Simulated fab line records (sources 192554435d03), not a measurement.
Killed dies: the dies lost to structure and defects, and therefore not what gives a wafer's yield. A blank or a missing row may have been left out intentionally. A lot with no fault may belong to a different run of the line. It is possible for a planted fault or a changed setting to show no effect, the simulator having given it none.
fab line records | flow n5Finfet
record lots=4 | wafers=12 | lastDay=17
route steps=1938 shown SD_EPI_P@309 SD_ACTIVATION@330 ILD0@335 SDB@347 MOL_CONTACT_COAG@538 BEOL_M4@1111
lots that met no fault: taken from a fault-free run of the same line
startH: hours from the record's opening day to when the first of the lot's shown wafers began | waitH: hours since the lot's step before | " the same as in the row above | L1.1+2: one row covering several wafers at once | - no value present, or no start provided | * or withheld: withheld | < > ~ a bound
route shown NAME@n: NAME is a module with steps in the file, n the number in the route of the first one | usual: mean and standard deviation over wafers with no fault | same: alike in all rows | chamber/n: place in a boat | sites: readings site by site | _std_site: standard deviation across them | _edge_site: the outer-site mean with the inner-site mean subtracted | radiusMm: how far each site lies from the wafer's centre | mask NAME#n: copy n | behind: tool/chamber where the wafer was last shaped | hold: reason for holding the lot/hours on hold/outcome of the hold | device: the transistor (n, p or np) that didn't switch | end of line: the route-end tests of the same wafers | where a step has no rows: the recipe by itself | killed: the dies lost at the first sort to structure and to defects; this is not the yield of the wafer | map: dies across one wafer; x = killed, . = not, _ = none there
set.NAME: the setting the step ran with; set.NAME@STEP: the setting that earlier step ran with | model.NAME: the simulator's own value behind a step, which no gauge read
lots at some steps of the route; a table a step, a row a wafer
services: from which hour (startH, from the record's first day; less than 0 if before it) a tool's chamber was out of use, for how many hours, and why
## steps
# step N5_SD_EPI_P_STRIP_38
# recipe chemistry=N2/H2 | tempC=40 | n2FlowSccm=200 | h2FlowSccm=200 | rfFrequencyHz=6e+07
# step N5_SD_EPI_P_ETCHBACK_46
# recipe chemistry=CH3F/O2 | mode=anisotropicEtchback | target=SiNx | targetDepthA=175 | stopOn=SiO2 | overEtchFrac=0.3 | ionEnergyEv=120 | pressureMtorr=30 | sourceW=395 | biasW=73 | Ar_flow_sccm=150 | CH3F_flow_sccm=30 | O2_flow_sccm=20
# step N5_SD_EPI_P_ETCH_47
# recipe chemistry=CH3F/O2 | target=SiOCN | targetDepthA=250 | maskMaterial=SOC | ionEnergyEv=60 | biasW=29 | pressureMtorr=30 | sourceW=410 | Ar_flow_sccm=150 | CH3F_flow_sccm=30 | O2_flow_sccm=20
# step N5_SD_EPI_P_ETCH_16
# recipe chemistry=CHF3/O2 | target=SiO2 | targetDepthA=50 | maskMaterial=SOC | pressureMtorr=30 | sourceW=650 | biasW=170 | Ar_flow_sccm=200 | CHF3_flow_sccm=50 | O2_flow_sccm=5 | ionEnergyEv=200
# step N5_SD_EPI_P_STRIP_50
# recipe chemistry=CHF3/O2 | resist=SiARC | rfFrequencyHz=6e+07
# step N5_SD_EPI_P_SD_RECESS_17
# recipe chemistry=HBr/Cl2/O2 | targetDepthA=391 | btTimeS=3 | pressureMtorr=10 | icpW=800 | biasW=112 | HBr_flow_sccm=150 | Cl2_flow_sccm=80 | O2_flow_sccm=12
# step N5_SD_EPI_P_WET_ETCH_45
# recipe chemistry=dHF | dilution=withheld | timeS=10.7 | target=SiO2 | targetDepthA=20 | tempC=25 | dry=ipaMarangoni | rinseTimeS=30 | rinseTempC=23
# step N5_SD_EPI_P_STRIP_40
# recipe chemistry=N2/H2 | powerW=1000 | tempC=250 | h2Frac=0.65 | overashFraction=0.3 | pressureMtorr=withheld | n2FlowSccm=1750 | h2FlowSccm=3250
# step N5_SD_EPI_P_PRECLEAN_52
# recipe chemistry=O3/DIW | timeS=60 | tempC=22 | o3Ppm=10
# step N5_SD_EPI_P_SRD_20
# recipe dry=ipaMarangoni | doPpb=5 | timeS=30 | tempC=23 | rinseLiquid=diw
# step N5_SD_EPI_P_PRECLEAN_51
# recipe chemistry=NF3:NH3 | afsCycles=1 | tempC=30 | timeS=20 | sublimationTempC=180 | sublimationTimeS=60 | pressureTorr=3 | rfPowerW=30
# step N5_SD_EPI_P_VAPOR_ETCH_44
# recipe chemistry=NF3/Ar | target=SiGe30 | tempC=25 | timeS=3.3 | mode=isotropic
# step N5_SD_EPI_P_EPI_21
# recipe material=SiGe:B | dopant=B | tempC=550 | pressureTorr=20 | ambient=H2 | timeS=355
# usual chamberPressureTorr=20.00/0.043 | lampInnerPct=10.6/0.39
lot.wafer | tool        | chamber | startH | waitH | chamberPressureTorr | lampInnerPct | model.SiGe-B_of_SD_EPI_P_EPI_21.thkNm
L189.1    | epiRpcvd-03 | 0       | 127.18 | 0.1   | 20.00               | 10.6         | 61.6
L189.2    | "           | 0       | "      | "     | 19.96               | 10.7         | 62
L189.5    | "           | 0       | 128.62 | 1.5   | 20.03               | 10.7         | 61.4
L191.1    | epiRpcvd-03 | 0       | 139.97 | 0.1   | 28.05               | 10.7         | 70.4
L191.2    | "           | 0       | "      | "     | 28.00               | 10.6         | 71.2
L191.5    | "           | 0       | 141.41 | 1.5   | 28.10               | 10.8         | 69.8
L193.1    | epiRpcvd-03 | 0       | 151.21 | 0.1   | 28.06               | 10.7         | 68.8
L193.3    | "           | 0       | "      | "     | 28.08               | 10.6         | 69.4
L193.4    | "           | 0       | "      | "     | 28.03               | 10.6         | 68.4
L200.1    | epiRpcvd-02 | 0       | 191.80 | 0.1   | 20.01               | 10.0         | 60.4
L200.3    | "           | 0       | "      | "     | 19.97               | 10.0         | 60.4
L200.6    | "           | 0       | 193.60 | 1.8   | 20.02               | 9.8          | 60.6
# step N5_SD_EPI_P_EPI_MEAS_23
# recipe mode=xrd
# usual thkNm=61.0/1.3
lot.wafer | tool         | chamber | startH | waitH | thkNm
L189.1    | filmMetro-01 | -       | 129.37 | 1.8   | 60.8
L189.2    | "            | -       | "      | "     | 63.4
L189.5    | "            | -       | "      | "     | 60.8
L191.1    | filmMetro-01 | -       | 142.17 | 1.8   | 70.5
L191.2    | "            | -       | "      | "     | 71.9
L191.5    | "            | -       | "      | "     | 69.6
L193.1    | filmMetro-02 | -       | 153.42 | 1.9   | 68.2
L193.3    | "            | -       | "      | "     | 71.3
L193.4    | "            | -       | "      | "     | 68.0
L200.1    | filmMetro-02 | -       | 194.00 | 1.8   | 60.9
L200.3    | "            | -       | "      | "     | 60.1
L200.6    | "            | -       | "      | "     | 60.2
# step N5_SD_EPI_P_HM_STRIP_48
# recipe chemistry=H3PO4 | tempC=160 | material=SiNx | target=SiNx | targetDepthA=30 | overetchFraction=0.3
# step N5_SD_EPI_P_SRD_49
# recipe dry=ipaMarangoni | timeS=30 | tempC=23 | rinseLiquid=diw
# step N5_SD_EPI_P_PRECLEAN_24
# recipe chemistry=O3/DIW | timeS=45 | tempC=22 | o3Ppm=10
# step N5_SD_EPI_P_PRECLEAN_32
# recipe chemistry=dHF | timeS=10 | dilution=500:1 | tempC=25
# step N5_SD_EPI_P_PRECLEAN_33
# recipe chemistry=SC2 | timeS=45 | tempC=35 | mix=1:1:50
# step N5_SD_EPI_P_SRD_25
# recipe timeS=30 | tempC=23 | rinseLiquid=diw | dry=ipaMarangoni
# step N5_SD_ACTIVATION_RTA_00
# recipe tempC=975 | timeS=0 | ambient=N2 | idleTempC=600 | rampUpCPerS=150 | rampDownCPerS=60 | coolToC=600
# step N5_SD_ACTIVATION_LSA_01
# recipe tempC=1080 | timeS=0.0008 | ambient=N2
# step N5_SD_ACTIVATION_RS_MEAS_03
# recipe thkMeasGauge=four-point-probe
# usual RS_SD_N=21.94/0.27 | RS_SD_P=56.1/0.82
lot.wafer | tool         | chamber | startH | waitH | RS_SD_N[ohm/sq] | RS_SD_P[ohm/sq]
L189.1    | filmMetro-02 | -       | 130.15 | 0.2   | 22.55           | 55.5
L189.2    | "            | -       | "      | "     | 22.03           | 55.2
L189.5    | "            | -       | "      | "     | 22.17           | 55.8
L191.1    | filmMetro-01 | -       | 142.77 | 0.2   | 22.45           | 44.3
L191.2    | "            | -       | "      | "     | 22.26           | 43.8
L191.5    | "            | -       | "      | "     | 21.98           | 44.3
L193.1    | filmMetro-02 | -       | 154.15 | 0.2   | 21.93           | 45.9
L193.3    | "            | -       | "      | "     | 21.56           | 45.7
L193.4    | "            | -       | "      | "     | 21.74           | 46.6
L200.1    | filmMetro-01 | -       | 194.69 | 0.2   | 22.09           | 56.5
L200.3    | "            | -       | "      | "     | 21.98           | 56.7
L200.6    | "            | -       | "      | "     | 21.84           | 56.3
# step N5_ILD0_LINER_00
# recipe material=SiNx | targetThkA=40 | tempC=400 | aldPrecursorFamily=SiH2I2 | aldCoReactant=N2/H2-plasma | pulseTimeS=1 | purgeTimeS=2 | coReactantPurgeTimeS=2 | aldCycles=80 | pressureTorr=2
# step N5_ILD0_FCVD_FILL_01
# recipe material=SiO2_flowable | targetThkA=2000 | tempC=100 | pressureTorr=0.8 | rfW=2000 | timeS=328.3
# step N5_ILD0_CURE_02
# recipe tempC=450 | timeS=1800 | ambient=steam | idleTempC=400 | rampUpCPerMin=5 | rampDownCPerMin=3 | densificationPH2oTorr=640
# step N5_ILD0_CMP_03
# recipe stopOn=SiNx | tOverpolishS=1.9 | postCmpClean=alkalineBrush | downForcePsi=4.1491 | platenRpm=51.796 | padVelocityMS=1.0306 | targetThkNm=197.38
# step N5_ILD0_CMP_07
# recipe stopOn=poly-Si | material=SiO2_flowable | tOverpolishS=1.18 | postCmpClean=alkalineBrush | downForcePsi=4.1491 | platenRpm=51.796 | padVelocityMS=1.0306 | targetThkNm=138.88
# step N5_ILD0_PRECLEAN_10
# recipe chemistry=NF3:NH3 | afsCycles=5 | timeS=20 | tempC=30 | sublimationTempC=180 | sublimationTimeS=60 | pressureTorr=3 | rfPowerW=30
# step N5_ILD0_ALD_15
# recipe material=SiNx | targetThkA=240 | tempC=400 | aldPrecursorFamily=SiH2I2 | aldCoReactant=N2/H2-plasma | pulseTimeS=1 | aldCycles=480 | purgeTimeS=2 | coReactantPurgeTimeS=2 | pressureTorr=2
# step N5_ILD0_CMP_12
# recipe stopOn=poly-Si | material=SiNx | tOverpolishS=6 | postCmpClean=alkalineBrush | downForcePsi=2.5 | platenRpm=51.8 | padVelocityMS=1.0307 | targetThkNm=17.67
# step N5_SDB_HM_DEP_00
# recipe material=SiNx | targetThkA=400 | tempC=400 | precursor=SiH4/NH3/N2 | pressureTorr=1.5 | rfW=300 | timeS=35.3
# step N5_SDB_COAT_03
# recipe resist=SOC | tempC=250 | timeS=60 | spinRpm=1500 | resistThkNm=100
# step N5_SDB_COAT_04
# recipe resist=SiARC | tempC=220 | timeS=60 | spinRpm=1500 | resistThkNm=18
# step N5_SDB_COAT_05
# recipe resist=CAR-ArF | spinRpm=1500 | resistThkNm=90
# step N5_MOL_CONTACT_COAG_ETCH_110
# recipe chemistry=CF4/O2 | target=Si | targetDepthA=25 | timeS=8 | pressureMtorr=100 | sourceW=200 | biasW=12 | ionEnergyEv=60 | Ar_flow_sccm=100 | cf4FlowSccm=100 | O2_flow_sccm=10
# usual cf4FlowSccm=99.99/0.28 | drypumpMotorCurrentA=5.6/0.54 | oesProductAu=0.82/0.1 | rfVppV=126.3/2.8 | showerheadPlenumPTorr=2.22/0.079 | throttleValvePct=10.71/0.29
lot.wafer | tool       | chamber | startH | waitH | cf4FlowSccm | drypumpMotorCurrentA | oesProductAu | rfHoursCounterH | rfVppV | showerheadPlenumPTorr | throttleValvePct | model.SiGe-B_of_SD_EPI_P_EPI_21.thkNm
L189.1    | rieDiel-01 | 0       | 160.73 | 0.1   | 100.25      | 4.7                  | 0.72         | 196             | 126.7  | 2.20                  | 10.80            | 58.8
L189.2    | "          | 1       | "      | "     | 100.36      | 5.0                  | 0.73         | 171             | 127.5  | 2.13                  | 11.08            | 59
L189.5    | "          | 1       | "      | "     | 99.88       | 5.0                  | 0.74         | -               | 126.6  | 2.13                  | 11.11            | 58.4
L191.1    | rieDiel-01 | 0       | 171.51 | 0.0   | 99.88       | 4.7                  | 0.72         | 200             | 124.6  | 2.20                  | 10.82            | 67
L191.2    | "          | 1       | "      | "     | 99.93       | 5.0                  | 0.72         | 175             | 127.8  | 2.13                  | 11.12            | 67.8
L191.5    | "          | 1       | "      | "     | 99.75       | 5.0                  | 0.73         | -               | 127.1  | 2.13                  | 11.11            | 66.4
L193.1    | rieDiel-01 | 2       | 182.89 | 0.0   | 99.95       | 6.2                  | 0.94         | 8               | 126.9  | 2.28                  | 10.44            | 65.4
L193.3    | "          | 1       | "      | "     | 100.06      | 5.0                  | 0.73         | 179             | 127.4  | 2.13                  | 11.12            | 66.2
L193.4    | "          | 0       | "      | "     | 100.31      | 4.7                  | 0.73         | 204             | 125.7  | 2.19                  | 10.82            | 65
L200.1    | rieDiel-02 | 3       | 225.08 | 0.0   | 99.98       | 6.1                  | 0.92         | 21              | 123.4  | 2.18                  | 10.55            | 57.6
L200.3    | "          | 2       | "      | "     | 99.55       | 5.8                  | 0.88         | 38              | 131.2  | 2.27                  | 10.53            | 57.4
L200.6    | "          | 1       | "      | "     | 100.25      | 6.3                  | 0.76         | -               | 122.4  | 2.15                  | 10.73            | 57.8
# step N5_BEOL_M4_RC_MEAS_101
# usual DIBL_N=36.8/1.5 | DIBL_P=37.1/2.1 | IOFF_N=0.168/0.03 | IOFF_P=0.22/0.034 | ION_N=679/12 | ION_P=466/8 | RC_DENSE_P=23.4/0.59 | REXT_P=99.7/2.6 | RS_SD_P=66.0/0.93 | SS_N=71.7/0.58 | SS_P=73.5/0.67 | VT_N=248.8/2.7 | VT_P=-250/3.3
lot.wafer | tool      | chamber | startH | waitH | DIBL_N[mV/V] | DIBL_P[mV/V] | IOFF_N[nA/um] | IOFF_P[nA/um] | ION_N[uA/um] | ION_P[uA/um] | RC_DENSE_P[ohm.um] | REXT_P[ohm.um] | RS_SD_P[ohm/sq] | SS_N[mV/dec] | SS_P[mV/dec] | VT_N[mV] | VT_P[mV]
L189.1    | prober-02 | 0       | 240.32 | 0.0   | 40.2         | 41.8         | 0.242         | 0.28          | 691          | 470          | 23.8               | 100.7          | 65.1            | 72.5         | 74.8         | 245.4    | -246
L189.2    | "         | 0       | "      | "     | 34.4         | 35.9         | 0.125         | 0.19          | 652          | 459          | 23.8               | 99.8           | 65.1            | 71.3         | 73.3         | 252.5    | -249
L189.5    | "         | 0       | "      | "     | 37.3         | 39.9         | 0.182         | 0.24          | 673          | 461          | 23.5               | 98.1           | 65.2            | 72.7         | 74.3         | 248.5    | -248
L191.1    | prober-02 | 0       | 246.51 | 0.0   | 36.5         | 36.4         | 0.151         | 0.28          | 669          | 475          | 21.9               | 91.5           | 52.3            | 72.3         | 74.2         | 251.1    | -247
L191.2    | "         | 0       | "      | "     | 35.9         | 34.8         | 0.133         | 0.24          | 658          | 472          | 21.9               | 91.6           | 51.9            | 71.4         | 73.6         | 252.0    | -245
L191.5    | "         | 0       | "      | "     | 35.8         | 35.1         | 0.135         | 0.24          | 660          | 470          | 22.2               | 91.2           | 52.9            | 71.8         | 73.2         | 253.2    | -247
L193.1    | prober-01 | 0       | 262.82 | 0.0   | 36.1         | 36.4         | 0.140         | 0.24          | 663          | 473          | 22.4               | 92.7           | 54.2            | 71.2         | 73.4         | 250.6    | -246
L193.3    | "         | 0       | "      | "     | 35.8         | 36.5         | 0.140         | 0.25          | 675          | 482          | 21.6               | 91.1           | 53.6            | 71.7         | 72.9         | 247.9    | -246
L193.4    | "         | 0       | "      | "     | 36.9         | 38.6         | 0.172         | 0.29          | 698          | 487          | 21.4               | 90.6           | 54.5            | 71.3         | 74.0         | 246.5    | -244
L200.1    | prober-01 | 0       | 314.51 | 0.0   | 36.6         | 37.8         | 0.161         | 0.24          | 677          | 472          | 23.4               | 97.3           | 67.1            | 71.6         | 73.3         | 247.9    | -245
L200.3    | "         | 0       | "      | "     | 37.6         | 37.9         | 0.165         | 0.24          | 670          | 466          | 24.6               | 100.9          | 67.3            | 71.9         | 74.0         | 251.3    | -247
L200.6    | "         | 0       | "      | "     | 36.5         | 36.5         | 0.147         | 0.22          | 673          | 466          | 23.6               | 98.2           | 66.8            | 71.4         | 73.2         | 250.9    | -251
## services
tool       | chamber | startH | hours | kind
rieDiel-01 | 3       | 130.35 | 4.5   | repair
rieDiel-01 | 2       | 147.45 | -     | clean
rieDiel-01 | 2       | 147.45 | -     | consumableReplace:focusRing
rieDiel-01 | 2       | 147.45 | 14.8  | scheduledDown
rieDiel-01 | 2       | 147.45 | 14.8  | ventCycle
rieDiel-02 | 3       | 148.32 | -     | clean
rieDiel-02 | 3       | 148.32 | -     | consumableReplace:focusRing
rieDiel-02 | 3       | 148.32 | 21.2  | scheduledDown
rieDiel-02 | 3       | 148.32 | 21.2  | ventCycle
rieDiel-01 | -       | 148.96 | 0.1   | repair
rieDiel-02 | 1       | 158.46 | 5.5   | repair
## key
firstSign step=N5_SD_EPI_P_EPI_21 | reading=chamberPressureTorr | direction=up | sigmas=99+ | usual=20.00 | struck=28.05
effect step=N5_SD_EPI_P_EPI_MEAS_23 | reading=thkNm | direction=up | sigmas=7 | usual=* | struck=*
effect step=N5_SD_ACTIVATION_RS_MEAS_03 | reading=RS_SD_P | direction=down | sigmas=13 | usual=56.1 | struck=45.1
effect step=N5_BEOL_M4_RC_MEAS_101 | reading=RS_SD_P | direction=down | sigmas=14 | usual=66.0 | struck=53.2
effect step=N5_BEOL_M4_RC_MEAS_101 | reading=REXT_P | direction=down | sigmas=3.2 | usual=99.7 | struck=91.5
effect step=N5_BEOL_M4_RC_MEAS_101 | reading=RC_DENSE_P | direction=down | sigmas=2.5 | usual=23.4 | struck=21.9
modelEffect step=N5_SD_EPI_P_EPI_21 | value=SiGe-B_of_SD_EPI_P_EPI_21.thkNm | without=60.77 | struck=69.67
modelEffect step=N5_MOL_CONTACT_COAG_ETCH_110 | value=SiGe-B_of_SD_EPI_P_EPI_21.thkNm | without=57.93 | struck=66.3
metAt N5_SD_EPI_P_EPI_21
struckWafers L191.1,L191.2,L191.5,L193.1,L193.3,L193.4
onsetBetween 127.18 139.97
fault kind=processParameterDrift | tool=epiRpcvd-03 | chamber=- | onsetH=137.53 | steps=N5_SD_EPI_P_EPI_21 | channel=pressureTorr | offset=8.0641 | shape=step | endH=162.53 | actsIn=theseRecipesOnly | stated=20
